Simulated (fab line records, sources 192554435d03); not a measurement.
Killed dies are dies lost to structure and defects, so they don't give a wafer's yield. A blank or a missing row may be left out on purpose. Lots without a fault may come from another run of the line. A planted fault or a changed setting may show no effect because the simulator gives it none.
Chamber matching | flow n5_finfet | N5_BEOL_M4_ETCH_63 on rie_diel-06: 4 sister chambers
The step etches SiARC in CF4, target depth 15.6 nm, time 26 s. 4 wafers are shown with their chamber, then 11 later ones without.

WAFERS WITH THEIR CHAMBER
wafer  | chamber | showerhead_plenum_p_Torr (Torr)
L085.2 | 2       | 2.25
L086.1 | 3       | 2.24
L086.4 | 0       | 2.26
L087.3 | 1       | 2.06

WAFERS WITHOUT THEIR CHAMBER
wafer  | showerhead_plenum_p_Torr (Torr)
L087.4 | 2.26
L087.6 | 2.24
L091.1 | 2.24
L091.4 | 2.25
L091.5 | 2.24
L094.1 | 2.25
L094.2 | 2.25
L094.6 | 2.25
L095.1 | 2.25
L095.5 | 2.23
L095.6 | 2.24

WHICH CHAMBER EACH WENT THROUGH
wafer  | from the rows above | in truth
L087.4 | 0                   | 0
L087.6 | 3                   | 3
L091.1 | 3                   | 3
L091.4 | 2                   | 2
L091.5 | 3                   | 3
L094.1 | 2                   | 2
L094.2 | 2                   | 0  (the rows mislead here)
L094.6 | 2                   | 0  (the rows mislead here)
L095.1 | 2                   | 2
L095.5 | 3                   | 3
L095.6 | 3                   | 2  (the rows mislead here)
Placed correctly: 8 of 11. Can't be placed from these rows: 0. Placed wrongly: 3.
How it was worked out, from the rows above alone: a wafer's distance from a chamber is the root of the sum, over the readings, of the square of ((its reading less the chamber's mean) divided by the reading's scatter). The wafer belongs to the nearest chamber; if the next one is less than 2 further off, it can't be placed. A chamber's mean is the mean of its shown wafers. The scatter: with one shown wafer a chamber, the root of the mean of the squares of how far each hidden wafer lies from its nearest shown one.
